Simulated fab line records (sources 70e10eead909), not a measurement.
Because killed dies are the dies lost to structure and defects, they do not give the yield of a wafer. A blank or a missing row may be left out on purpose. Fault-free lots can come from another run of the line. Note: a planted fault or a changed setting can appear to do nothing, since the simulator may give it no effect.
Comparing a struck lot with a sound one + flow nand_harc + 15 out of 1302 route steps
Sound: wafers L896.3, L896.4, L896.6. Struck: wafer L890.4 (L890.5, L890.6, from the same lot, were not struck and are left out); the cause is given at the end.
Each step with rows lists, per side, the tool, then ch with its chambers, then its first start. Under that, the readings that differ: sound wafers + struck wafers + difference of the means + sigmas: that difference in standard deviations of wafers without a fault.
alike: readings with means less than 2 such deviations apart, plus words and numbers identical on both sides. not compared: withheld readings, readings lacking a value on some wafer, bounds such as >300 that could conceal the same value, and numbers that have no deviation in the record and whose values overlap.
The two part at a step that has a row with sigmas, a row that says differs or no value, or rows on one side only. Non-overlapping numbers with no deviation appear without sigmas and do not part them. Lack of a reading on every wafer of one side parts them only where that side has two or more wafers.

NHARC_A_CONTACT_ETCH_78: etches the open film in O2/COS, target depth 5300 nm, time 1378 s.
  sound on rie_diel-10 ch 0,1,3; struck on rie_diel-10 ch 2
  alike: cos_flow_sccm, drypump_motor_current_A, oes_product_au, rf_vpp_V, run_length_s, showerhead_plenum_p_Torr, throttle_valve_pct
  not compared: rf_hours_counter_h
NHARC_A_CONTACT_ETCH_124: etches the open film in C4F8/O2/Ar, time 140 s, target depth 700 nm.
  sound on har_cap_etch-02 ch 0,1, day 31 03:26; struck on har_cap_etch-03 ch 0, day 27 20:48
| reading          | sound             | struck | difference | sigmas |
|------------------|-------------------|--------|------------|--------|
| run_length_s (s) | 142.4 142.2 141.7 | 141.2  | -0.9       | -2     |
  not compared: rf_hours_counter_h
then, 1 step without rows for these wafers: NHARC_A_CONTACT_ETCH_125 (etches the open film in C4F8/O2/Ar, time 197 s, target depth 1918 nm).
NHARC_A_CONTACT_ETCH_126: etches the open film in C4F8/O2/Ar, time 197 s, target depth 1918 nm.
  sound on har_cap_etch-02 ch 0,1, day 31 03:49; struck on har_cap_etch-03 ch 0, day 27 21:17
  not compared: rf_hours_counter_h, run_length_s
then, 5 steps without rows for these wafers: NHARC_A_CONTACT_ETCH_127 (etches the open film in C4F8/O2/Ar, time 197 s, target depth 1918 nm); NHARC_A_CONTACT_ETCH_128 (etches the open film in C4F8/O2/Ar, time 197 s, target depth 1918 nm); NHARC_A_CONTACT_ETCH_129 (etches the open film in C4F8/O2/Ar, time 197 s, target depth 1918 nm); NHARC_A_CONTACT_ETCH_130 (etches the open film in C4F8/O2/Ar, time 197 s, target depth 1918 nm); NHARC_A_CONTACT_ETCH_131 (etches the open film in C4F8/O2/Ar, time 197 s, target depth 1918 nm).
NHARC_A_CONTACT_ETCH_132: etches the open film in C4F8/O2/Ar, time 197 s, target depth 1924 nm.
  sound on har_cap_etch-02 ch 0,1, day 31 04:52; struck on har_cap_etch-03 ch 0, day 27 22:42
  not compared: rf_hours_counter_h, run_length_s
NHARC_A_CONTACT_ETCH_133: etches the open film in C4F8/O2/Ar, time 374 s, target depth 1610 nm.
  sound on har_cap_etch-02 ch 0,1, day 31 05:08; struck on har_cap_etch-03 ch 0, day 27 23:06
  alike: run_length_s
  not compared: rf_hours_counter_h
then, 1 step without rows for these wafers: NHARC_A_CONTACT_ETCH_91 (etches the open film in CH3F/O2, target depth 40 nm, time 85.7 s).
NHARC_A_CONTACT_ETCH_97: etches the open film in C4F6/O2, target depth 20 nm, time 10 s.
  sound on rie_diel-10 ch 0,1,3, day 31 05:55; struck on rie_diel-10 ch 0, day 27 23:53
| reading          | sound          | struck | difference | sigmas |
|------------------|----------------|--------|------------|--------|
| run_length_s (s) | 31.4 31.4 30.8 | 27.7   | -3.5       | -9     |
  alike: c4f6_flow_sccm, drypump_motor_current_A, oes_product_au, rf_vpp_V, showerhead_plenum_p_Torr, throttle_valve_pct
  not compared: rf_hours_counter_h
NHARC_A_CONTACT_CD_MEAS_80:
  struck on cd_sem-02, day 27 23:59; sound on cd_sem-01, day 31 05:59
  alike: cd_nm
-- record jumps: 2 days between struck wafers' starts before vs after; left off in module A_CONTACT, resumes in module END, first step shown is number 1302 of the route --
NHARC_END_SORT_01:
  at this point the record logs the struck wafers (prober-01 ch 0, day 30 09:30) and has no rows for the sound ones

WHERE THEY PART
Last at NHARC_END_SORT_01 as far as this record goes, first at NHARC_A_CONTACT_ETCH_124.

WHY: what the simulator had put in
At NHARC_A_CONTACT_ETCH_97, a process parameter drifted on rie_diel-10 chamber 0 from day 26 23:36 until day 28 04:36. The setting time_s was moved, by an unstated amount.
